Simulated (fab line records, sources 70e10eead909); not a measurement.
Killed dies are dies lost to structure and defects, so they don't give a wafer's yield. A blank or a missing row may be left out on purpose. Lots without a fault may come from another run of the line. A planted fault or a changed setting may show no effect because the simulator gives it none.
Which tool did it? | flow nand_harc | 12 lots, 36 wafers sampled, at 6 steps of a route of 1159

WHAT THE GAUGES READ, wafer by wafer
NHARC_A_STAIRCASE_INSPECT_155. Usual: raw_defect_count 343, standard deviation 100.
lot  | measured     | on                | raw_defect_count | flag
L949 | day 14 03:53 | defect_inspect-01 | 406 257 399      |
L950 | day 14 08:27 | defect_inspect-02 | 366 611 475      |
L953 | day 14 08:44 | defect_inspect-01 | 336 304 466      |
L952 | day 14 12:03 | defect_inspect-01 | 363 168 281      |
L955 | day 15 08:41 | defect_inspect-02 | 289 264 270      |
L957 | day 15 23:01 | defect_inspect-01 | 324 347 260      |
L958 | day 16 10:20 | defect_inspect-01 | 433 281 483      |
L968 | day 18 08:14 | defect_inspect-02 | 264 243 250      |
L970 | day 18 08:24 | defect_inspect-01 | 200 214 205      |
L967 | day 18 09:43 | defect_inspect-02 | 329 532 325      |
L966 | day 18 10:01 | defect_inspect-01 | 369 345 358      |
L971 | day 19 04:44 | defect_inspect-02 | 509 464 276      |

NHARC_A_SLIT_CD_MEAS_21. Usual: cd_nm 289.5 nm, standard deviation 0.79.
lot  | measured     | on        | cd_nm (nm)        | flag
L949 | day 14 17:38 | cd_sem-03 | 288.3 288.0 288.5 |
L950 | day 14 23:29 | cd_sem-01 | 289.6 289.6 290.2 |
L953 | day 14 22:34 | cd_sem-02 | 290.3 289.7 289.9 |
L952 | day 15 03:35 | cd_sem-01 | 290.3 289.5 290.2 |
L955 | day 16 02:11 | cd_sem-01 | - - -             | OFF
L957 | day 16 14:37 | cd_sem-03 | - - -             | OFF
L958 | day 17 03:43 | cd_sem-03 | 290.0 289.6 289.5 |
L968 | day 19 01:38 | cd_sem-03 | 289.2 289.6 289.4 |
L970 | day 19 03:15 | cd_sem-02 | 290.7 290.1 290.4 |
L967 | day 19 04:55 | cd_sem-02 | 289.7 290.5 290.2 |
L966 | day 19 03:17 | cd_sem-01 | 290.1 290.1 290.1 |
L971 | day 19 21:34 | cd_sem-01 | 290.2 290.9 290.3 |

NHARC_A_SIN_REMOVE_INSPECT_04. Usual: raw_defect_count 305, standard deviation 86.
lot  | measured     | on                | raw_defect_count              | flag
L949 | day 15 01:19 | defect_inspect-02 | 202 182 224                   |
L950 | day 15 06:16 | defect_inspect-01 | 225 198 196                   |
L953 | day 15 06:15 | defect_inspect-02 | 278 483 409                   |
L952 | day 15 11:14 | defect_inspect-02 | 221 285 333                   |
L955 | day 16 09:56 | defect_inspect-02 | 4796 4776 4749 4786 4785 4682 | OFF
L957 | day 16 22:19 | defect_inspect-02 | 4542 4509 4515 4555 4482 4498 | OFF
L958 | day 17 11:28 | defect_inspect-01 | 306 447 369                   |
L968 | day 19 09:16 | defect_inspect-02 | 261 197 252                   |
L970 | day 19 09:18 | defect_inspect-02 | 275 219 200                   |
L967 | day 19 12:35 | defect_inspect-02 | 459 430 340                   |
L966 | day 19 09:16 | defect_inspect-02 | 250 356 246                   |
L971 | day 20 05:08 | defect_inspect-01 | 342 275 250                   |

WHICH TOOL RAN EACH LOT (tool, then ch and the chambers of the sampled wafers, then the start)
lot  | NHARC_A_SGD_CUT_ETCH_16                       | NHARC_A_SGD_CUT_STRIP_28                      | NHARC_A_SLIT_DEP_00
L949 | rie_diel-09 ch 0,2,3, day 14 12:28 or earlier | rie_diel-09 ch 0,1,3, day 14 12:28 or earlier | acl_dep-03 ch 0, day 14 12:28
L950 | rie_diel-10 ch 0,2,3, day 14 17:50 or earlier | rie_diel-10 ch 0,2,3, day 14 17:50 or earlier | acl_dep-03 ch 0, day 14 17:50
L953 | rie_diel-02 ch 0,2,3, day 14 16:37 or earlier | rie_diel-09 ch 0,1,2, day 14 16:37 or earlier | acl_dep-02 ch 0, day 14 16:37
L952 | rie_diel-10 ch 1,2,3, day 14 21:11 or earlier | rie_diel-09 ch 1,3, day 14 21:11 or earlier   | acl_dep-01 ch 0, day 14 21:11
L955 | rie_diel-10 ch 1,2,3, day 15 19:57 or earlier | rie_diel-09 ch 1,2,3, day 15 19:57 or earlier | acl_dep-03, day 15 19:57
L957 | rie_diel-02 ch 1,3, day 16 08:32 or earlier   | rie_diel-09 ch 0,3, day 16 08:32 or earlier   | acl_dep-02, day 16 08:32
L958 | rie_diel-02 ch 1,2,3, day 16 19:17 or earlier | rie_diel-10 ch 0,1,3, day 16 19:17 or earlier | acl_dep-01 ch 0, day 16 19:17
L968 | rie_diel-09 ch 0,2,3, day 18 17:01 or earlier | rie_diel-02 ch 0,2,3, day 18 17:01            | acl_dep-02 ch 0, day 18 19:19
L970 | rie_diel-10 ch 1,2,3, day 18 19:49 or earlier | rie_diel-09 ch 1,3, day 18 19:49 or earlier   | acl_dep-01 ch 0, day 18 19:49
L967 | rie_diel-02 ch 0,2,3, day 18 21:47 or earlier | rie_diel-09 ch 0,1,2, day 18 21:47 or earlier | acl_dep-01 ch 0, day 18 21:47
L966 | rie_diel-09 ch 0,1, day 18 17:04 or earlier   | rie_diel-02 ch 0,2,3, day 18 17:04            | acl_dep-03 ch 0, day 18 19:57
L971 | rie_diel-10 ch 0,1,3, day 19 15:36 or earlier | rie_diel-10 ch 0,3, day 19 15:36 or earlier   | acl_dep-02 ch 0, day 19 15:36
- NHARC_A_SGD_CUT_ETCH_16: etches the open film in C4F8/O2/Ar, target depth 310.5 nm, time 155.2 s.
- NHARC_A_SGD_CUT_STRIP_28: strips in O2, time 20 s.
- NHARC_A_SLIT_DEP_00: deposits aC, target thk 3200 nm.

WHAT THE TOOLS THEMSELVES READ (means of the sampled wafers that have a number; where no wafer has one, the mark that the record gives instead)
NHARC_A_SGD_CUT_ETCH_16. Usual: oes_product_au 0.975 a.u., standard deviation 0.011; rf_vpp_V 722 V, standard deviation 4.1.
lot  | tool        | oes_product_au (a.u.) | rf_vpp_V (V) | flag
L949 | rie_diel-09 | 0.968                 | 724          |
L950 | rie_diel-10 | 0.985                 | 727          |
L953 | rie_diel-02 | 0.974                 | 718          |
L952 | rie_diel-10 | 0.977                 | 723          |
L955 | rie_diel-10 | 0.980                 | 723          |
L957 | rie_diel-02 | 0.974                 | 721          |
L958 | rie_diel-02 | 0.981                 | 720          |
L968 | rie_diel-09 | 0.980                 | 725          |
L970 | rie_diel-10 | 0.973                 | 723          |
L967 | rie_diel-02 | 0.972                 | 719          |
L966 | rie_diel-09 | 0.960                 | 721          |
L971 | rie_diel-10 | 0.969                 | 723          |

NHARC_A_SGD_CUT_STRIP_28. Usual: drypump_motor_current_A 5.6 A, standard deviation 0.44; oes_product_au 0.999 a.u., standard deviation 0.0072; rf_vpp_V 57.8 V, standard deviation 0.85; showerhead_plenum_p_Torr 3.52 Torr, standard deviation 0.16; throttle_valve_pct 17.037 %, standard deviation 0.008.
lot  | tool        | drypump_motor_current_A (A) | oes_product_au (a.u.) | rf_vpp_V (V) | showerhead_plenum_p_Torr (Torr) | throttle_valve_pct (%) | flag
L949 | rie_diel-09 | 5.7                         | 0.996                 | 58.5         | 3.60                            | 17.035                 |
L950 | rie_diel-10 | 5.5                         | 1.009                 | 57.4         | 3.62                            | 17.041                 |
L953 | rie_diel-09 | 5.5                         | 0.986                 | 57.7         | 3.52                            | 17.027                 |
L952 | rie_diel-09 | 5.9                         | 0.992                 | 58.0         | 3.74                            | 17.032                 |
L955 | rie_diel-09 | 5.7                         | 1.002                 | 58.3         | 3.65                            | 17.042                 |
L957 | rie_diel-09 | 6.0                         | 0.993                 | 58.2         | 3.64                            | 17.042                 |
L958 | rie_diel-10 | 5.2                         | 1.005                 | 57.8         | 3.53                            | 17.045                 |
L968 | rie_diel-02 | 5.5                         | 1.002                 | 57.1         | 3.37                            | 17.041                 |
L970 | rie_diel-09 | 5.8                         | 0.996                 | 58.1         | 3.74                            | 17.036                 |
L967 | rie_diel-09 | 5.5                         | 0.999                 | 57.7         | 3.51                            | 17.037                 |
L966 | rie_diel-02 | 5.5                         | 1.003                 | 56.3         | 3.37                            | 17.036                 |
L971 | rie_diel-10 | 5.0                         | 1.012                 | 57.7         | 3.63                            | 17.040                 |

NHARC_A_SLIT_DEP_00. Usual: susceptor_temp_C 400.03 C, standard deviation 0.26; throttle_valve_pct 35.001 %, standard deviation 0.0091.
lot  | tool       | susceptor_temp_C (C) | throttle_valve_pct (%) | flag
L949 | acl_dep-03 | 399.89               | 34.998                 |
L950 | acl_dep-03 | 399.75               | 35.010                 |
L953 | acl_dep-02 | 400.15               | 34.997                 |
L952 | acl_dep-01 | -                    | 34.993                 | OFF
L955 | acl_dep-03 | -                    | -                      | OFF
L957 | acl_dep-02 | -                    | -                      | OFF
L958 | acl_dep-01 | 400.10               | 34.994                 |
L968 | acl_dep-02 | -                    | 34.997                 | OFF
L970 | acl_dep-01 | 399.95               | 35.005                 |
L967 | acl_dep-01 | -                    | 35.000                 | OFF
L966 | acl_dep-03 | 400.21               | 34.993                 |
L971 | acl_dep-02 | 400.19               | 35.002                 |

THE ANSWER, worked out from the rows above alone
Rule: a lot is off if the mean of its wafers that have a number lies more than 3 standard deviations from the usual mean. A lot without any number at a reading at which 4 lots or more have one is off too. The other lots that the step has rows for count as sound. The gauges are gone through in route order, then the tools' own readings, and for those a lot's mean is taken as printed above. The first step at which some lot is off is used, and at that step the reading that is off furthest; a lot without a number counts as furthest.
Off: L955, L957, at NHARC_A_SLIT_CD_MEAS_21 (cd_nm). Without a number there: L955, L957.
A tool fits if, at a process step before that reading, it ran every lot that is off, and no sound lot after the first of them. The gauges at NHARC_A_SLIT_CD_MEAS_21 aren't tried: what is off there is off at NHARC_A_SIN_REMOVE_INSPECT_04 too, on other tools, and a gauge's error can't cause that. NHARC_A_SGD_CUT_ETCH_16 gives no start for some lots, so the hours and the order of its lots are those of NHARC_A_SLIT_DEP_00. NHARC_A_SGD_CUT_STRIP_28 gives no start for some lots, so the hours and the order of its lots are those of NHARC_A_SLIT_DEP_00. None of those tried fits.

WHAT THE SIMULATOR HAD PUT IN
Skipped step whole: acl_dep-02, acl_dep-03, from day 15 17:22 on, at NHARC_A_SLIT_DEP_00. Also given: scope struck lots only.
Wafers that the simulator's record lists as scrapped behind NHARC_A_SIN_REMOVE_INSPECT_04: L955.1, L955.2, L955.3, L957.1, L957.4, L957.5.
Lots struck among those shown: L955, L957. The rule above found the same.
